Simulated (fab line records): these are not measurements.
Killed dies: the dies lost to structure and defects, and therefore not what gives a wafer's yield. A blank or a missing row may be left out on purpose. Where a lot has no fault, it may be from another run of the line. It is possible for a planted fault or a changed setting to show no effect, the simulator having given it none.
Which tool is to blame? / flow n5Finfet / 10 lots, 30 wafers sampled, at 5 steps of a route of 1938

WHAT EACH GAUGE READ, for each wafer
N5_BEOL_M11_THK_MEAS_01.
lot=L175; measured=day 11 22:58; on=filmMetro-01; M11_ILD_THK (nm)=270 265 270
lot=L179; measured=day 12 22:09; on=filmMetro-02; M11_ILD_THK (nm)=268 265 272
lot=L182; measured=day 13 04:46; on=filmMetro-01; M11_ILD_THK (nm)=268 272 275
lot=L185; measured=day 14 12:52; on=filmMetro-01; M11_ILD_THK (nm)=263 270 267
lot=L192; measured=day 16 02:46; on=filmMetro-01; M11_ILD_THK (nm)=265 270 271
lot=L189; measured=day 16 06:10; on=filmMetro-02; M11_ILD_THK (nm)=264 269 338
lot=L195; measured=day 16 17:28; on=filmMetro-01; M11_ILD_THK (nm)=265 267 270
lot=L194; measured=day 16 18:42; on=filmMetro-01; M11_ILD_THK (nm)=328 264 269
lot=L196; measured=day 17 03:35; on=filmMetro-01; M11_ILD_THK (nm)=267 269 269
lot=L198; measured=day 17 12:57; on=filmMetro-01; M11_ILD_THK (nm)=262 264 270

TOOL THAT RAN EACH LOT (tool first, then ch and the chambers of the sampled wafers, then the start)
lot=L175; N5_BEOL_M10_ETCH_41=rieDiel-04 ch 0,2,3, day 11 20:30 or earlier; N5_BEOL_M10_PRE_CLEAN_45=pvdSputter-01, day 11 20:30; N5_BEOL_M11_ILD_DEP_00=pecvd-01 ch 0,1,2, day 11 22:22; N5_BEOL_M11_CURE_71=uvCure-02 ch 2, day 11 22:27
lot=L179; N5_BEOL_M10_ETCH_41=rieDiel-06 ch 1,3, day 12 19:00 or earlier; N5_BEOL_M10_PRE_CLEAN_45=pvdSputter-01, day 12 19:00; N5_BEOL_M11_ILD_DEP_00=pecvd-01 ch 0,2, day 12 21:34; N5_BEOL_M11_CURE_71=uvCure-02 ch 2, day 12 21:38
lot=L182; N5_BEOL_M10_ETCH_41=rieDiel-04 ch 0,1,3, day 12 23:49 or earlier; N5_BEOL_M10_PRE_CLEAN_45=pvdSputter-03, day 12 23:49; N5_BEOL_M11_ILD_DEP_00=pecvd-01 ch 0,2, day 13 03:41; N5_BEOL_M11_CURE_71=uvCure-01 ch 2, day 13 03:46
lot=L185; N5_BEOL_M10_ETCH_41=rieDiel-03 ch 2,3, day 14 09:55 or earlier; N5_BEOL_M10_PRE_CLEAN_45=pvdSputter-01, day 14 09:55; N5_BEOL_M11_ILD_DEP_00=pecvd-01 ch 0,1, day 14 12:14; N5_BEOL_M11_CURE_71=uvCure-01 ch 0, day 14 12:30
lot=L192; N5_BEOL_M10_ETCH_41=rieDiel-03 ch 1,2, day 16 00:27 or earlier; N5_BEOL_M10_PRE_CLEAN_45=pvdSputter-03, day 16 00:27; N5_BEOL_M11_ILD_DEP_00=pecvd-03 ch 0,2, day 16 02:10; N5_BEOL_M11_CURE_71=uvCure-02 ch 0, day 16 02:15
lot=L189; N5_BEOL_M10_ETCH_41=rieDiel-06 ch 0,1,2, day 16 02:10 or earlier; N5_BEOL_M10_PRE_CLEAN_45=pvdSputter-01, day 16 02:10; N5_BEOL_M11_ILD_DEP_00=pecvd-01 ch 0,1,2, day 16 05:34; N5_BEOL_M11_CURE_71=uvCure-02 ch 1, day 16 05:49
lot=L195; N5_BEOL_M10_ETCH_41=rieDiel-04 ch 2,3, day 16 14:28 or earlier; N5_BEOL_M10_PRE_CLEAN_45=pvdSputter-02, day 16 14:28; N5_BEOL_M11_ILD_DEP_00=pecvd-03 ch 1,2, day 16 16:53; N5_BEOL_M11_CURE_71=uvCure-02 ch 0, day 16 17:07
lot=L194; N5_BEOL_M10_ETCH_41=rieDiel-04 ch 0,1, day 16 15:33 or earlier; N5_BEOL_M10_PRE_CLEAN_45=pvdSputter-01, day 16 15:33; N5_BEOL_M11_ILD_DEP_00=pecvd-01 ch 0,1,2, day 16 18:06; N5_BEOL_M11_CURE_71=uvCure-02 ch 2, day 16 18:11
lot=L196; N5_BEOL_M10_ETCH_41=rieDiel-04 ch 0,1,2, day 17 00:18 or earlier; N5_BEOL_M10_PRE_CLEAN_45=pvdSputter-02, day 17 00:18; N5_BEOL_M11_ILD_DEP_00=pecvd-03 ch 0,2, day 17 02:58; N5_BEOL_M11_CURE_71=uvCure-02 ch 0, day 17 03:08
lot=L198; N5_BEOL_M10_ETCH_41=rieDiel-03 ch 0,1,2, day 17 10:28 or earlier; N5_BEOL_M10_PRE_CLEAN_45=pvdSputter-03, day 17 10:28; N5_BEOL_M11_ILD_DEP_00=pecvd-02 ch 0,1,2, day 17 12:21; N5_BEOL_M11_CURE_71=uvCure-03 ch 2, day 17 12:26
- N5_BEOL_M10_ETCH_41: etches SiCN in CH3F/O2, target depth 42.6 nm, time 86 s.
- N5_BEOL_M10_PRE_CLEAN_45: time 30 s.
- N5_BEOL_M11_ILD_DEP_00: deposits SiCOH lowk from DEMS/porogen, target thk 308.51 nm, time 58 s.
- N5_BEOL_M11_CURE_71: cures SiCOH lowk, time 240 s.

THE ANSWER, worked out from the rows above alone
Rule: what is usual is taken from the lots themselves. The widest of any qualifying gaps counts: lots, ordered by their means at a reading, are off when they make up no more than a third of the lots, leave a main group of 4 or more, and stand apart from it by 3 or more times the standard deviation of that group's means. If all means in a main group match to the digits the tables above print for the reading, that group is not used. A lot without any number at a reading at which 4 lots or more have one is off too. Any other lot the step has rows for is counted as sound.
Off: at N5_BEOL_M11_THK_MEAS_01 (M11_ILD_THK), L189, L194. Mean 268 nm and standard deviation 1.7 in the main group.
A tool fits if, at a process step before that reading, it ran every lot that is off, and no sound lot after the first of them. The gauges at N5_BEOL_M11_THK_MEAS_01 are tried like those tools. Because N5_BEOL_M10_ETCH_41 lacks a start for some lots, the hours and order of its lots are taken from N5_BEOL_M10_PRE_CLEAN_45. This does not decide it: 2 tools fit, namely pvdSputter-01 at N5_BEOL_M10_PRE_CLEAN_45 and pecvd-01 at N5_BEOL_M11_ILD_DEP_00.

WHAT WAS PUT IN BY THE SIMULATOR
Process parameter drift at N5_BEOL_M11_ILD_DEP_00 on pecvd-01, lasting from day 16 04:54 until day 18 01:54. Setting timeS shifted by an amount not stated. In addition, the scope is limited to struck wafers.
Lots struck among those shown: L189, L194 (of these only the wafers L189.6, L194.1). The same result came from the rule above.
